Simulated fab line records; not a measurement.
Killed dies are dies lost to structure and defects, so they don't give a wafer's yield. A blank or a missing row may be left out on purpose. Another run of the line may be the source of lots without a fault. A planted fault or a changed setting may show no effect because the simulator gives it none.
Split-lot experiment + flow n5_finfet + on a route of 1938 steps: 7 lots, 21 wafers read

== THE SPLIT ITSELF ==
At N5_HKMG_FIN_PEB_10 (peb time 60 s), the setting peb_time_s was moved away from the recipe's 60 s on 8 of the 21 wafers read, by -22.1% to +18.7%. The other wafers ran this setting at the recipe's value.

== FROM SPLIT TO READING: 1 step shown by the file between the two ==
- N5_HKMG_FIN_DEVELOP_11: develop time 30 s

== THE READING ==
cd_nm at N5_HKMG_FIN_CD_MEAS_12, given in nm (cd target 92.8 nm). Typical for fault-free wafers on this fab line: 92.6 nm, with standard deviation 0.56 nm.

| wafer  | tool, chamber at the split | peb_time_s as run, s | against the recipe | cd_nm, nm | against lot-mates on the recipe |
|--------|----------------------------|----------------------|--------------------|-----------|---------------------------------|
| L074.1 | litho_track-04, 0          | 60                   | recipe             | 92.6      | -                               |
| L074.3 | litho_track-04, 0          | 64.63                | +7.7%              | 94.8      | +2.6                            |
| L074.4 | litho_track-04, 0          | 60                   | recipe             | 91.7      | -                               |
| L076.1 | litho_track-01, 0          | 60                   | recipe             | 92.8      | -                               |
| L076.2 | litho_track-01, 0          | 60                   | recipe             | 92.3      | -                               |
| L076.5 | litho_track-01, 0          | 60                   | recipe             | 92.2      | -                               |
| L077.1 | litho_track-01, 0          | 65.49                | +9.1%              | 96.5      | +3.4                            |
| L077.4 | litho_track-01, 0          | 60                   | recipe             | 92.2      | -                               |
| L077.5 | litho_track-01, 0          | 60                   | recipe             | 94.0      | -                               |
| L079.2 | litho_track-01, 0          | 46.75                | -22.1%             | 83.8      | -8.5                            |
| L079.3 | litho_track-01, 0          | 60                   | recipe             | 92.3      | -                               |
| L079.6 | litho_track-01, 0          | 46.75                | -22.1%             | 83.6      | -8.7                            |
| L084.1 | litho_track-01, 0          | 60                   | recipe             | 92.5      | -                               |
| L084.3 | litho_track-01, 0          | 60                   | recipe             | 92.5      | -                               |
| L084.4 | litho_track-01, 0          | 47.95                | -20.1%             | 84.5      | -8.0                            |
| L090.1 | litho_track-04, 0          | 60                   | recipe             | 92.7      | -                               |
| L090.2 | litho_track-04, 0          | 48.31                | -19.5%             | 84.1      | -8.6                            |
| L090.6 | litho_track-04, 0          | 48.31                | -19.5%             | 84.4      | -8.3                            |
| L091.1 | litho_track-01, 0          | 60                   | recipe             | 92.1      | -                               |
| L091.3 | litho_track-01, 0          | 60                   | recipe             | 92.2      | -                               |
| L091.6 | litho_track-01, 0          | 71.22                | +18.7%             | 97.1      | +4.9                            |

FIT RESULTS
A straight line over all 21 wafers: cd_nm changes by +0.377 nm for each +1% of peb_time_s; r = +0.98; the points scatter about the line by 0.75 nm.
The same after taking each lot's own level away (the mean of its wafers on the recipe; 21 wafers): +0.379 nm for each +1%; r = +0.99; scatter 0.65 nm.
According to that fit, moving peb_time_s by its largest amount changes the reading by 8.4 nm.
The lots' own levels span 92.15 to 93.10 nm, that is 1.7 times the standard deviation above.
The two slopes are in agreement: the lot-to-lot level therefore moves the slope only a little.
Check: -8.65 nm against its lot-mates is what the line predicts for one of the wafers moved furthest among these (-22.1%) when that wafer is left out of the fit. Against them it came out at -8.5 nm.

== THESE WAFERS: OTHER SPLITS ==
Other splits were also applied to these wafers ahead of the reading. Each is held against what the fit with the lots' levels taken away leaves over:
| other split on the same wafers       | wafers away from the commonest value | r with cd_nm (lot level and that fit taken away) |
|--------------------------------------|--------------------------------------|--------------------------------------------------|
| N5_SD_EPI_N_EPI_21 epi_growth_time_s | 6                                    | -0.30                                            |
| N5_ILD0_CMP_12 down_force_psi        | 9                                    | -0.35                                            |
| N5_SDB_COAT_03 spin_rpm              | 8                                    | +0.12                                            |
| N5_HKMG_FIN_ETCH_55 time_s           | 6                                    | +0.10                                            |
| N5_HKMG_FIN_ETCH_58 source_w         | 9                                    | +0.22                                            |

== THE FILE'S OWN FIT ==
cd_nm changes by +0.375 nm for each +1% of peb_time_s, r = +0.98.
